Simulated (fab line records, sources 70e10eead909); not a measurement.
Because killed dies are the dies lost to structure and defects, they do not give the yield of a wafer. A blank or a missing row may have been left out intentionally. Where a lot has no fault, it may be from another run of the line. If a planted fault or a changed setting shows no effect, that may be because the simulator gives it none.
8D (eight disciplines) problem report, filled in by code / flow nandHarc / the parts of the form that need people (team, actions taken, sign-off) are left out

## 1. WHAT WENT WRONG
Mean of rfFwdPowerW at NHARC_A_BONDPAD_DEP_00: 268.9 W across 2 wafers in 2 lots; on wafers with no fault it is 449.0 W (standard deviation 1.3). So: -99 or more standard deviations from the usual mean.
The step: deposits SiCN, target thk 250 nm.
Earliest sighting: wafer L877.4 on pecvd-01 at day 20 03:26. The record holds 36 wafers of 12 lots with a number at this step. The rule behind "out" and "out of limits": a value lying over 4 standard deviations away from the usual mean. All remaining wafers that have a number are taken as sound.

## 2. WHAT IT IS, WHAT IT ISN'T
question=which readings at this step | is=rfFwdPowerW, showerheadVppV | is not=heaterPowerW
question=which lots | is=L877, L878 | is not=L867, L870, L873, L875, L880, L881, L882, L883, L885, L888
question=which wafers of those lots | is=L877.4, L878.6 | is not=L877.2, L877.6, L878.4, L878.5
question=read on which tools | is=pecvd-01 | is not=pecvd-02, pecvd-04
question=when | is=from day 20 03:26 | is not=up to then (14 sound wafers); but 20 sound wafers of L878, L880, L881, L882, L883, L885, L888 came after

## 3. SUSPECTS, AND WHAT RULES EACH OUT
Counting: a tool at a process step up to the reading stays a suspect if it ran every lot that is out. Sound lots after the first of them don't rule it out here, since some wafers of a struck lot are sound.
- pecvd-01 at NHARC_A_BONDPAD_DEP_00 (deposits SiCN, target thk 250 nm): kept. Every lot that is out went through it, the first being L877 (day 20 03:26); the last sound lot it ran before that was L875 (day 20 02:02). Its own readings are out on those wafers: rfFwdPowerW, showerheadVppV.
- pecvd-01, NHARC_A_BONDPAD_DEP_00: wafers that are out in chamber 0, sound lot-mates in chambers 1, 2.
The count leaves pecvd-01 at NHARC_A_BONDPAD_DEP_00.

## 4. THE CAUSE (what the simulator had put in)
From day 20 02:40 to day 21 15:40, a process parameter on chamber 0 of pecvd-01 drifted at NHARC_A_BONDPAD_DEP_00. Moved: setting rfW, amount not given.
Counting left only this tool.

## 5. THE CHAIN OF EFFECTS, in route order
One row per reading whose mean, taken over the struck wafers that have a number, lies over 3 standard deviations from the usual. Only readings for which the record gives a usual standard deviation are gone through. hours: the time from each lot's start at the first step in this table that gives one to its start at this step, as a median over the lots. sigmas: the change in usual standard deviations.
hours=0; step=NHARC_A_BONDPAD_DEP_00; reading=rfFwdPowerW; usual=449.0 W; on struck wafers=268.9; change=-180.1; sigmas=-99 or more
hours=0; step=NHARC_A_BONDPAD_DEP_00; reading=showerheadVppV; usual=1319 V; on struck wafers=1014; change=-306; sigmas=-5.0
Process steps it contains:
- NHARC_A_BONDPAD_DEP_00: deposits SiCN, target thk 250 nm.
Later measuring or inspecting steps at which every struck wafer that the step has a row for has a number for every such reading, and none has moved that far: NHARC_A_BONDPAD_THK_MEAS_30, NHARC_END_SORT_01.

## 6. HOW IT WOULD HAVE BEEN CAUGHT EARLIER
In this record the first reading out of limits was taken at day 20 03:26, 1 hour after the fault began at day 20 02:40.
